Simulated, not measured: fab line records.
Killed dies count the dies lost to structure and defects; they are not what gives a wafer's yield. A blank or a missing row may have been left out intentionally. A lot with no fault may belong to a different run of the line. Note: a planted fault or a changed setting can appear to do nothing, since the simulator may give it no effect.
fab line records    flow nandHarc
record: lots: 6  wafers: 18  lastDay: 34
route steps=1302 shown P_M0@264 END@1302
lots that met no fault: from a run of the same line without faults
startH: hours from the record's first day to the start of the lot's first wafer shown    waitH: hours elapsed since this lot's preceding step    " as in the row above    L1.1+2: a single row standing in for several wafers    - no value present, or no start provided    * or withheld: withheld    < > ~ a bound
route shown NAME@n: NAME is a module with steps in the file, n the number in the route of the first one    usual: average and standard deviation across the fault-free wafers    same: alike in all rows    chamber/n: place in a boat    sites: readings site by site    _std_site: standard deviation of those values    _edge_site: inner sites' mean taken away from outer sites' mean    radiusMm: how far each site lies from the wafer's centre    mask NAME#n: copy n    behind: the tool/chamber that last shaped the wafer    hold: what put the lot on hold/how long, in hours/how the hold closed    device: the transistor (n, p or np) that didn't switch    end of line: the tests these same wafers got at the end of their route    step lacking rows: just its recipe    killed: the dies lost at the first sort to structure and to defects; this is not the yield of the wafer    map: per-die view of a wafer (x killed, . not killed, _ where there is no die)
set.NAME: the setting the step ran with; set.NAME@STEP: the setting that earlier step ran with    model.NAME: the simulator's own value behind a step, which no gauge read
a table for each step, a row for each wafer; lots at some steps of the route
services: the hour from which a tool's chamber was out of use, counted from the record's first day as startH (under 0 if before that day), plus the number of hours and why
== steps ==
step: NHARC_P_M0_OVL_MEAS_10
recipe: pitchNm: 180
usual: overlayXNm: 0.1/0.91  overlayYNm: 0.0/0.79
lot.wafer  tool        chamber  startH  waitH  overlayXNm  overlayYNm
L366.1     overlay-01  -        132.23  -      -0.9        0.4
L366.4     "           -        "       "      -1.4        0.7
L366.6     "           -        "       "      -1.0        0.1
L381.3     overlay-02  -        284.23  -      -1.4        0.2
L381.4     "           -        "       "      -1.9        -0.4
L381.5     "           -        "       "      -1.9        -0.7
L382.1     overlay-01  -        295.65  -      0.2         -0.3
L382.4     "           -        "       "      -0.3        -0.5
L382.5     "           -        "       "      -0.4        0.1
L384.1     overlay-02  -        311.32  -      1.8         0.2
L384.5     "           -        "       "      1.9         -0.2
L384.6     "           -        "       "      2.8         0.1
L386.3     overlay-01  -        329.59  -      -0.4        0.5
L386.4     "           -        "       "      -1.2        -0.1
L386.6     "           -        "       "      -0.1        0.2
L388.1     overlay-01  -        360.47  -      1.0         -1.1
L388.3     "           -        "       "      0.2         -1.6
L388.4     "           -        "       "      0.7         -1.1
step: NHARC_P_M0_INSPECT_11
usual: rawDefectCount: 5/3.1
lot.wafer  tool              chamber  startH  waitH  rawDefectCount
L366.1     defectInspect-02  -        132.27  0.0    5
L366.4     "                 -        "       "      0
L366.6     "                 -        "       "      4
L381.3     defectInspect-02  -        284.27  0.0    7
L381.4     "                 -        "       "      8
L381.5     "                 -        "       "      5
L382.1     defectInspect-02  -        295.68  0.0    0
L382.4     "                 -        "       "      4
L382.5     "                 -        "       "      1
L384.1     defectInspect-02  -        311.36  0.0    5
L384.5     "                 -        "       "      4
L384.6     "                 -        "       "      1
L386.3     defectInspect-02  -        329.62  0.0    3
L386.4     "                 -        "       "      6
L386.6     "                 -        "       "      5
L388.1     defectInspect-01  -        360.51  0.0    6
L388.3     "                 -        "       "      1
L388.4     "                 -        "       "      8
step: NHARC_P_M0_DESCUM_14
recipe: timeS: 3  o2FlowSccm: 200  arFlowSccm: 0  biasPowerW: 0  chemistry: O2
usual: drypumpMotorCurrentA: 5.5/0.4  oesProductAu: 0.999/0.011  rfVppV: 57.9/0.91  showerheadPlenumPTorr: 1.94/0.096  throttleValvePct: 11.310/0.01
lot.wafer  tool        chamber  startH  waitH  drypumpMotorCurrentA  oesProductAu  rfHoursCounterH  rfVppV  showerheadPlenumPTorr  throttleValvePct
L366.1     rieDiel-02  0        132.33  0.1    5.7                   0.998         14               57.6    2.01                   11.314
L366.4     "           3        "       "      6.1                   1.004         10               57.5    2.01                   11.296
L366.6     "           1        "       "      4.9                   1.005         -                60.5    2.00                   11.295
L381.3     rieDiel-11  1        284.36  0.1    5.7                   0.995         4                56.6    1.86                   11.307
L381.5     "           1        "       "      5.7                   0.990         -                57.8    1.86                   11.316
L381.4     "           3        "       "      5.2                   1.001         -                57.5    2.06                   11.309
L382.4     rieDiel-04  3        295.75  0.1    5.2                   0.986         35               57.7    1.81                   11.308
L382.1     "           0        "       "      6.2                   0.978         37               58.6    1.95                   11.303
L382.5     "           3        "       "      5.2                   0.994         -                58.7    1.81                   11.330
L384.1     rieDiel-02  3        311.45  0.1    6.0                   0.987         23               57.0    2.00                   11.311
L384.5     "           0        "       "      5.7                   0.986         -                59.5    1.99                   11.298
L384.6     "           1        "       "      5.0                   1.003         -                57.5    1.99                   11.305
L386.4     rieDiel-02  0        329.70  0.1    5.7                   0.993         26               59.7    1.99                   11.306
L386.3     "           2        "       "      5.3                   0.998         5                58.0    1.79                   11.312
L386.6     "           1        "       "      5.0                   1.026         -                58.1    1.99                   11.316
L388.4     rieDiel-02  1        360.57  0.1    5.0                   1.015         31               56.8    1.98                   11.301
L388.3     "           3        "       "      6.1                   0.984         29               58.0    2.00                   11.318
L388.1     "           0        "       "      5.7                   0.999         32               56.9    1.99                   11.313
step: NHARC_P_M0_ETCH_34
recipe: targetDepthA: 400  overetchA: 120  timeS: 43.94  ionEnergyEv: 200  n2FlowSccm: 150  h2FlowSccm: 150  arFlowSccm: 0  rfW: 400  biasW: 150  chemistry: N2/H2
step: NHARC_P_M0_ETCH_15
recipe: targetDepthA: 1500  overetchA: 150  timeS: 82.5  c4f8FlowSccm: withheld  arFlowSccm: 400  rfW: 600  biasW: 300  chemistry: C4F8/Ar
step: NHARC_P_M0_CD_MEAS_16
usual: cdNm: 89.6/0.89
lot.wafer  tool      chamber  startH  waitH  cdNm
L366.1     cdSem-01  -        132.63  -      87.5
L366.4     "         -        "       "      90.1
L366.6     "         -        "       "      90.3
L381.3     cdSem-01  -        284.77  -      90.1
L381.4     "         -        "       "      89.6
L381.5     "         -        "       "      89.2
L382.1     cdSem-01  -        296.11  -      89.3
L382.4     "         -        "       "      90.1
L382.5     "         -        "       "      90.7
L384.1     cdSem-02  -        311.72  -      90.6
L384.5     "         -        "       "      89.3
L384.6     "         -        "       "      88.8
L386.3     cdSem-02  -        330.30  -      89.0
L386.4     "         -        "       "      87.7
L386.6     "         -        "       "      87.9
L388.1     cdSem-03  -        361.02  -      90.8
L388.3     "         -        "       "      89.9
L388.4     "         -        "       "      90.5
step: NHARC_P_M0_STRIP_18
recipe: powerW: 1000  n2FlowSccm: 150  h2FlowSccm: 150  arFlowSccm: 0  biasW: 0  chemistry: N2/H2
usual: drypumpMotorCurrentA: 5.5/0.42  oesProductAu: 0.998/0.0099  rfVppV: 90.7/1  showerheadPlenumPTorr: 2.06/0.11  throttleValvePct: 14.172/0.0092
lot.wafer  tool        chamber  startH  waitH  drypumpMotorCurrentA  oesProductAu  rfHoursCounterH  rfVppV  showerheadPlenumPTorr  throttleValvePct
L366.4     rieDiel-04  0        132.74  0.1    6.3                   0.984         43               91.8    2.10                   14.180
L366.1     "           2        "       "      5.3                   0.986         47               90.7    1.91                   14.172
L366.6     "           3        "       "      5.2                   0.987         -                91.0    1.95                   14.184
L381.3     rieDiel-02  0        284.91  0.1    5.7                   0.997         17               91.7    2.13                   14.147
L381.5     "           3        "       "      6.1                   1.005         -                90.4    2.14                   14.157
L381.4     "           0        "       "      5.7                   0.994         -                91.1    2.13                   14.178
L382.1     rieDiel-02  1        296.25  0.1    5.0                   1.014         20               91.1    2.12                   14.150
L382.5     "           0        "       "      5.7                   0.992         -                91.0    2.13                   14.169
L382.4     "           1        "       "      5.0                   1.018         -                90.5    2.12                   14.171
L384.1     rieDiel-04  3        311.84  0.1    5.2                   0.992         39               89.5    1.93                   14.160
L384.6     "           1        "       "      5.0                   0.988         -                90.1    2.12                   14.171
L384.5     "           2        "       "      5.3                   0.992         -                88.0    1.89                   14.184
L386.3     rieDiel-02  1        330.39  0.1    5.0                   1.019         26               92.4    2.12                   14.160
L386.4     "           2        "       "      5.3                   1.008         5                88.8    1.90                   14.171
L386.6     "           1        "       "      5.0                   1.025         -                90.3    2.12                   14.173
L388.4     rieDiel-02  2        361.10  0.1    5.3                   0.994         9                89.1    1.90                   14.164
L388.3     "           0        "       "      5.7                   0.997         32               91.2    2.12                   14.166
L388.1     "           1        "       "      5.0                   1.007         31               90.4    2.12                   14.157
step: NHARC_P_M0_STRIP_19
recipe: timeS: 600  tempC: 30  chemistry: postEtchResidueRemover
step: NHARC_P_M0_DEGAS_28
recipe: tempC: 250  timeS: 60
usual: heaterPowerW: 340/42
lot.wafer  tool           chamber  startH  waitH  heaterPowerW
L366.1     pvdSputter-01  -        133.27  -      412
L366.4     "              -        "       "      296
L366.6     "              -        "       "      413
L381.3     pvdSputter-01  -        285.45  -      313
L381.4     "              -        "       "      455
L381.5     "              -        "       "      312
L382.4     pvdSputter-03  -        296.83  -      408
L382.1     "              -        "       "      326
L382.5     "              -        "       "      300
L384.1     pvdSputter-02  -        312.34  -      359
L384.5     "              -        "       "      360
L384.6     "              -        "       "      332
L386.3     pvdSputter-03  -        330.92  -      338
L386.4     "              -        "       "      330
L386.6     "              -        "       "      409
L388.3     pvdSputter-02  -        361.65  -      329
L388.4     "              -        "       "      356
L388.1     "              -        "       "      329
step: NHARC_P_M0_PRE_CLEAN_29
recipe: timeS: 30  tempC: 280  gas: H2/He
step: NHARC_P_M0_PVD_20
recipe: targetThkA: 50  biasV: 168.6  powerW: 15000  chamberPressurePa: 0.12  timeS: 8.06  substrateTempC: 50  material: TaN
usual: biasV: 168.4/1.7  throttleValvePct: 29.8/1.1
lot.wafer  tool           chamber  startH  waitH  biasV  throttleValvePct
L366.4     pvdSputter-01  -        133.47  0.1    167.1  28.6
L366.1     "              -        "       "      168.0  28.1
L366.6     "              -        "       "      168.6  29.8
L381.3     pvdSputter-01  -        -       -      170.0  30.6
L381.4     "              -        "       "      166.4  28.7
L381.5     "              -        "       "      170.3  29.8
L382.4     pvdSputter-03  -        -       -      171.9  28.8
L382.1     "              -        "       "      169.7  29.6
L382.5     "              -        "       "      169.1  32.4
L384.1     pvdSputter-02  -        -       -      166.9  29.5
L384.5     "              -        "       "      170.8  29.2
L384.6     "              -        "       "      167.2  29.4
L386.3     pvdSputter-03  -        -       -      168.3  32.5
L386.4     "              -        "       "      171.3  28.7
L386.6     "              -        "       "      172.3  29.4
L388.3     pvdSputter-02  -        -       -      168.1  30.5
L388.1     "              -        "       "      168.2  29.4
L388.4     "              -        "       "      169.4  29.2
step: NHARC_P_M0_PVD_21
recipe: targetThkA: 300  chamberPressurePa: 5  powerW: 5000  substrateTempC: 30  timeS: 20.49  material: Cu
usual: throttleValvePct: 29.7/1
lot.wafer  tool           chamber  startH  waitH  throttleValvePct
L366.1     pvdSputter-01  -        133.67  0.1    28.8
L366.4     "              -        "       "      28.4
L366.6     "              -        "       "      28.9
L381.3     pvdSputter-01  -        -       -      29.4
L381.4     "              -        "       "      30.5
L381.5     "              -        "       "      28.7
L382.4     pvdSputter-03  -        -       -      28.7
L382.1     "              -        "       "      29.5
L382.5     "              -        "       "      28.5
L384.1     pvdSputter-02  -        -       -      29.2
L384.6     "              -        "       "      29.6
L384.5     "              -        "       "      29.2
L386.4     pvdSputter-03  -        -       -      32.1
L386.3     "              -        "       "      30.1
L386.6     "              -        "       "      32.3
L388.4     pvdSputter-02  -        -       -      29.5
L388.3     "              -        "       "      29.3
L388.1     "              -        "       "      31.1
step: NHARC_P_M0_ECD_22
recipe: targetThkA: 4000  bathTempC: 25  material: Cu
usual: bathHeatDutyPct: 6.5/0.93  bathTempC: 25.01/0.11
lot.wafer  tool      chamber  startH  waitH  bathHeatDutyPct  bathTempC
L366.1     ecdCu-02  0        133.87  0.2    7.1              25.03
L366.4     "         1        "       "      8.0              25.27
L366.6     "         1        "       "      7.8              25.10
L381.3     ecdCu-01  0        285.90  -      -                -
L381.4     "         1        "       "      -                -
L381.5     "         0        "       "      -                -
L382.1     ecdCu-01  1        297.23  -      -                -
L382.4     "         0        "       "      -                -
L382.5     "         0        "       "      -                -
L384.1     ecdCu-01  0        312.69  -      5.0              25.06
L384.5     "         0        "       "      5.3              25.03
L384.6     "         1        "       "      7.1              25.11
L386.4     ecdCu-01  1        331.37  -      7.6              25.02
L386.3     "         0        "       "      5.3              25.07
L386.6     "         0        "       "      5.4              25.16
L388.1     ecdCu-01  0        362.06  -      5.3              25.02
L388.4     "         1        "       "      6.8              24.95
L388.3     "         0        "       "      5.6              24.91
step: NHARC_P_M0_ANNEAL_30
recipe: tempC: 225  timeS: 90
step: NHARC_P_M0_CMP_23
recipe: tOverpolishS: 20  targetThkNm: 117.54
usual: motorCurrentA: 12.0/0.95  slurryFlowMlMin: 150.0/0.43  timeToEndpointS: 28.4/2.7
lot.wafer  tool    chamber  startH  waitH  motorCurrentA  slurryFlowMlMin  timeToEndpointS
L366.4     cmp-01  1        134.62  -      11.9           149.7            28.1
L366.1     "       3        "       "      11.1           150.0            26.1
L366.6     "       1        "       "      12.5           150.1            27.6
L381.4     cmp-02  0        286.55  -      11.6           150.1            0.0
L381.3     "       2        "       "      11.6           150.2            5.6
L381.5     "       0        "       "      12.5           150.1            0.1
L382.1     cmp-03  2        297.93  -      13.1           149.6            2.2
L382.4     "       0        "       "      11.5           150.4            0.9
L382.5     "       2        "       "      12.8           149.4            0.2
L384.1     cmp-03  0        313.48  -      11.6           150.1            28.3
L384.5     "       2        "       "      12.5           149.8            28.9
L384.6     "       3        "       "      13.1           149.7            31.1
L386.3     cmp-01  0        332.00  -      11.0           150.2            27.6
L386.4     "       3        "       "      10.9           149.6            26.4
L386.6     "       1        "       "      12.8           149.5            24.9
L388.1     cmp-02  2        362.72  -      10.7           150.1            30.8
L388.3     "       3        "       "      14.4           150.0            28.7
L388.4     "       1        "       "      12.3           149.8            24.4
step: NHARC_P_M0_THK_MEAS_24
recipe: thkMeasGauge: xrf
usual: thkNm: 117.6/1.5
lot.wafer  tool          chamber  startH  waitH  thkNm
L366.1     filmMetro-02  -        134.91  -      119.7
L366.4     "             -        "       "      117.0
L366.6     "             -        "       "      116.2
L381.3     filmMetro-01  -        286.83  -      28.6
L381.4     "             -        "       "      30.2
L381.5     "             -        "       "      30.5
L382.1     filmMetro-02  -        298.22  -      29.5
L382.4     "             -        "       "      31.4
L382.5     "             -        "       "      30.5
L384.1     filmMetro-02  -        313.73  -      116.7
L384.5     "             -        "       "      119.2
L384.6     "             -        "       "      118.5
L386.3     filmMetro-02  -        332.31  -      116.8
L386.4     "             -        "       "      116.1
L386.6     "             -        "       "      118.2
L388.1     filmMetro-02  -        363.04  -      117.3
L388.3     "             -        "       "      114.2
L388.4     "             -        "       "      118.1
step: NHARC_P_M0_SRD_25
step: NHARC_END_SORT_01
recipe: tempC: 25
usual: defectLimitedYield: 91.5/2.4  killedAtArray: 52/17  killedAtOther: 0.9/1.2  killedAtPeriphery: 3.9/2.7  killedDies: 57/16  killedOpen: 3.3/1.9  killedShort: 2.5/1.5  sort_bin_2_pct: 3.0/1.2  sort_bin_3_pct: 0.6/0.34  sort_bin_4_pct: 4.8/1.3  sortNPass: 620/16  sortRimYieldPct: 89/4.3  sortYieldPct: 91.5/2.4
same: grossDies: 677  sort_bin_5_pct[%]: 0  sort_bin_6_pct[%]: 0  sort_bin_7_pct[%]: 0  sort_bin_8_pct[%]: 0  sortRimNGross: 106.00
lot.wafer  tool       chamber  startH  waitH  defectLimitedYield[%]  killedAtArray  killedAtOther  killedAtPeriphery  killedDies  killedOpen  killedShort  sort_bin_2_pct[%]  sort_bin_3_pct[%]  sort_bin_4_pct[%]  sortNPass  sortRimYieldPct[%]  sortYieldPct[%]
L381.3     prober-01  0        722.30  3.1    0                      34             2              641                677         4           3            96.0               0.7                3.2                0          0                   0
L381.4     prober-01  0        723.10  3.4    0                      57             0              620                677         1           3            94.1               0.9                5.0                0          0                   0
L381.5     prober-01  0        723.90  3.7    0                      48             2              627                677         3           2            94.1               0.7                5.2                0          0                   0
L382.1     prober-02  0        741.33  2.5    0                      62             0              615                677         1           0            93.9               0.9                5.2                0          0                   0
L382.4     prober-02  0        743.78  3.4    0                      62             2              613                677         8           3            93.2               0.9                5.9                0          0                   0
L382.5     prober-02  0        744.59  3.8    0                      58             3              616                677         5           2            93.8               0.6                5.6                0          0                   0
killed by level:class
L381.3 P_M0:areaEcd=633 A_STAIRCASE:chamberFilmFlake=8 A_SLIT:chamberFilmFlake=7 A_CHANNEL_HOLE_D2:chamberFilmFlake=6 A_CONTACT:chamberFilmFlake=3 A_ONON_D1:geometricParticle:open=2 P_ZERO_WELL:chamberFilmFlake=2 P_M2:chamberFilmFlake=2
L381.4 P_M0:areaEcd=617 A_CHANNEL_HOLE_D2:chamberFilmFlake=17 A_STAIRCASE:chamberFilmFlake=11 A_CHANNEL_HOLE_D1:chamberFilmFlake=7 A_CONTACT:chamberFilmFlake=5 A_SLIT:chamberFilmFlake=5 A_BONDPAD:chamberFilmFlake=4 P_M2:chamberFilmFlake=2
L381.5 P_M0:areaEcd=623 A_CHANNEL_HOLE_D2:chamberFilmFlake=17 A_STAIRCASE:chamberFilmFlake=7 A_CHANNEL_HOLE_D1:chamberFilmFlake=6 A_SLIT:chamberFilmFlake=5 P_GATE:chamberFilmFlake=2 P_M2:chamberFilmFlake=2 A_DECK1_JOINT:chamberFilmFlake=2
L382.1 P_M0:areaEcd=614 A_CHANNEL_HOLE_D1:chamberFilmFlake=31 A_CHANNEL_HOLE_D2:chamberFilmFlake=19 A_SLIT:chamberFilmFlake=4 A_WL_FILL:chamberFilmFlake=3 A_STAIRCASE:chamberFilmFlake=2 A_CONTACT:chamberFilmFlake=2 P_M1:geometricParticle:open=1
L382.4 P_M0:areaEcd=609 A_CHANNEL_HOLE_D1:chamberFilmFlake=26 A_CHANNEL_HOLE_D2:chamberFilmFlake=14 A_STAIRCASE:chamberFilmFlake=5 A_SLIT:chamberFilmFlake=4 A_CONTACT:chamberFilmFlake=3 A_CHANNEL_FILL_D2:geometricParticle:open=2 A_WL_FILL:geometricParticle:short=2
L382.5 P_M0:areaEcd=616 A_CHANNEL_HOLE_D1:chamberFilmFlake=29 A_CHANNEL_HOLE_D2:chamberFilmFlake=14 A_STAIRCASE:chamberFilmFlake=6 THIN_TSV:chamberFilmFlake=3 A_CHANNEL_FILL_D2:geometricParticle:open=2 A_CHANNEL_FILL_D1:geometricParticle:open=1 A_DECK1_JOINT:geometricParticle:open=1
map L381.3 (x killed, . not)
____________x____________
_________xxxxxxx_________
_______xxxxxxxxxxx_______
______xxxxxxxxxxxxx______
_____xxxxxxxxxxxxxxx_____
____xxxxxxxxxxxxxxxxx____
____xxxxxxxxxxxxxxxxx____
___xxxxxxxxxxxxxxxxxxx___
___xxxxxxxxxxxxxxxxxxx___
__xxxxxxxxxxxxxxxxxxxxx__
__xxxxxxxxxxxxxxxxxxxxx__
_xxxxxxxxxxxxxxxxxxxxxxx_
_xxxxxxxxxxxxxxxxxxxxxxx_
_xxxxxxxxxxxxxxxxxxxxxxx_
_xxxxxxxxxxxxxxxxxxxxxxx_
_xxxxxxxxxxxxxxxxxxxxxxx_
xxxxxxxxxxxxxxxxxxxxxxxxx
xxxxxxxxxxxxxxxxxxxxxxxxx
xxxxxxxxxxxxxxxxxxxxxxxxx
xxxxxxxxxxxxxxxxxxxxxxxxx
xxxxxxxxxxxxxxxxxxxxxxxxx
_xxxxxxxxxxxxxxxxxxxxxxx_
_xxxxxxxxxxxxxxxxxxxxxxx_
_xxxxxxxxxxxxxxxxxxxxxxx_
_xxxxxxxxxxxxxxxxxxxxxxx_
_xxxxxxxxxxxxxxxxxxxxxxx_
__xxxxxxxxxxxxxxxxxxxxx__
__xxxxxxxxxxxxxxxxxxxxx__
___xxxxxxxxxxxxxxxxxxx___
___xxxxxxxxxxxxxxxxxxx___
____xxxxxxxxxxxxxxxxx____
____xxxxxxxxxxxxxxxxx____
_____xxxxxxxxxxxxxxx_____
______xxxxxxxxxxxxx______
_______xxxxxxxxxxx_______
_________xxxxxxx_________
____________x____________
map L382.1 (x killed, . not)
____________x____________
_________xxxxxxx_________
_______xxxxxxxxxxx_______
______xxxxxxxxxxxxx______
_____xxxxxxxxxxxxxxx_____
____xxxxxxxxxxxxxxxxx____
____xxxxxxxxxxxxxxxxx____
___xxxxxxxxxxxxxxxxxxx___
___xxxxxxxxxxxxxxxxxxx___
__xxxxxxxxxxxxxxxxxxxxx__
__xxxxxxxxxxxxxxxxxxxxx__
_xxxxxxxxxxxxxxxxxxxxxxx_
_xxxxxxxxxxxxxxxxxxxxxxx_
_xxxxxxxxxxxxxxxxxxxxxxx_
_xxxxxxxxxxxxxxxxxxxxxxx_
_xxxxxxxxxxxxxxxxxxxxxxx_
xxxxxxxxxxxxxxxxxxxxxxxxx
xxxxxxxxxxxxxxxxxxxxxxxxx
xxxxxxxxxxxxxxxxxxxxxxxxx
xxxxxxxxxxxxxxxxxxxxxxxxx
xxxxxxxxxxxxxxxxxxxxxxxxx
_xxxxxxxxxxxxxxxxxxxxxxx_
_xxxxxxxxxxxxxxxxxxxxxxx_
_xxxxxxxxxxxxxxxxxxxxxxx_
_xxxxxxxxxxxxxxxxxxxxxxx_
_xxxxxxxxxxxxxxxxxxxxxxx_
__xxxxxxxxxxxxxxxxxxxxx__
__xxxxxxxxxxxxxxxxxxxxx__
___xxxxxxxxxxxxxxxxxxx___
___xxxxxxxxxxxxxxxxxxx___
____xxxxxxxxxxxxxxxxx____
____xxxxxxxxxxxxxxxxx____
_____xxxxxxxxxxxxxxx_____
______xxxxxxxxxxxxx______
_______xxxxxxxxxxx_______
_________xxxxxxx_________
____________x____________
== services ==
tool           chamber  startH  hours  kind
cmp-02         -        108.94  1.3    repair
ecdCu-01       -        122.08  0.3    repair
cmp-03         -        125.63  5.2    repair
cmp-03         -        132.12  6.2    repair
ecdCu-01       -        133.71  0.3    repair
pvdSputter-01  -        145.41  2.1    repair
rieDiel-04     1        149.06  4.5    repair
pvdSputter-03  -        157.51  3.3    repair
ecdCu-01       -        161.85  8.0    pm
rieDiel-04     1        167.24  5.7    repair
pvdSputter-03  -        170.00  10.0   pm
rieDiel-04     -        177.96  9.0    pm
rieDiel-02     -        216.92  9.0    pm
pvdSputter-01  -        226.05  10.0   pm
rieDiel-04     -        235.67  0.9    repair
rieDiel-02     2        238.83  70.3   repair
pvdSputter-01  -        265.42  5.2    repair
rieDiel-04     1        270.51  8.7    repair
pvdSputter-02  -        282.03  10.0   pm
pvdSputter-01  -        334.22  7.3    repair
ecdCu-01       -        337.85  8.0    pm
pvdSputter-03  -        348.00  10.0   pm
rieDiel-04     1        349.22  6.3    repair
rieDiel-04     -        354.97  9.0    pm
== key ==
firstSign: step: NHARC_P_M0_ECD_22  reading: toolRecord  direction: missing
effect: step: NHARC_P_M0_CMP_23  reading: timeToEndpointS  direction: down  sigmas: 10  usual: *  struck: *
effect: step: NHARC_P_M0_THK_MEAS_24  reading: thkNm  direction: down  sigmas: 60  usual: 117.6  struck: 30.1
effect: step: NHARC_END_SORT_01  reading: killedAtPeriphery  direction: up  sigmas: 99+  usual: 3.9  struck: 622
moreKillsBornAt: NHARC_P_M0_ECD_22@ecdCu-01: 3712
metAt NHARC_P_M0_ECD_22
struckWafers L381.3,L381.4,L381.5,L382.1,L382.4,L382.5
laterRowsLeftOut L381.3,L381.4,L381.5,L382.1,L382.4,L382.5
fault: kind: skippedStepWhole  tool: ecdCu-01  chamber: -  onsetH: 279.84  steps: NHARC_P_M0_ECD_22  scope: struckLotsOnly
laterRowsLeftOut: the simulator's readings of these wafers behind a module that went badly wrong aren't trusted and aren't shown, but for the sort
